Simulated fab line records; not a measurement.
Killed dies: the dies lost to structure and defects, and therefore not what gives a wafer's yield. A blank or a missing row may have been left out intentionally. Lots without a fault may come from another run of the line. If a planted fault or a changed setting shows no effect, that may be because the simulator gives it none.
The tool behind it: which one?	flow n5 finfet	16 wafers from 6 lots sampled at 2 of the route's 1938 steps

== WHAT EACH GAUGE READ, for each wafer ==
N5_BEOL_M1_INSPECT_59: inspects for defects (darkfield).
lot	measured	on	raw defect count
L410	day 7 02:04	defect inspect-02	28 66 49
L413	day 7 17:07	defect inspect-01	79 113 61
L416	day 8 17:56	defect inspect-02	57 52
L421	day 10 07:23	defect inspect-02	116 53 49
L427	day 12 00:58	defect inspect-02	63 56 38
L430	day 12 09:34	defect inspect-01	89 94

== WHAT TOOL EACH LOT RAN ON (gives the tool, then ch and the chambers of the sampled wafers, and finally the start) ==
lot	N5_BEOL_M1_PRE_CLEAN_60
L410	cvd co-02 ch 0,1,2, day 7 01:49
L413	cvd co-02 ch 0,1, day 7 16:52
L416	cvd co-02 ch 1,2, day 8 17:42
L421	cvd co-02 ch 0,1,2, day 10 07:07
L427	cvd co-02 ch 0,1,2, day 12 00:43
L430	cvd co-01 ch 1,2, day 12 09:16
- N5_BEOL_M1_PRE_CLEAN_60: time 15 s.

== THE ANSWER, worked out from the rows above alone ==
Rule: what is usual is taken from the lots themselves. Put in order of their means at a reading, lots are off if they are a third of the lots or fewer, leave a main group of 4 or more, and stand apart from it by a gap of 3 or more times the standard deviation of the main group's means; of several such gaps the widest counts. If all means in a main group match to the digits the tables above print for the reading, that group is not used. Also off: a lot with no number at a reading for which 4 or more lots have one. The other lots that the step has rows for count as sound.
None of the lots is off at any reading shown; this tells nothing.

== WHAT HAD BEEN PUT IN BY THE SIMULATOR ==
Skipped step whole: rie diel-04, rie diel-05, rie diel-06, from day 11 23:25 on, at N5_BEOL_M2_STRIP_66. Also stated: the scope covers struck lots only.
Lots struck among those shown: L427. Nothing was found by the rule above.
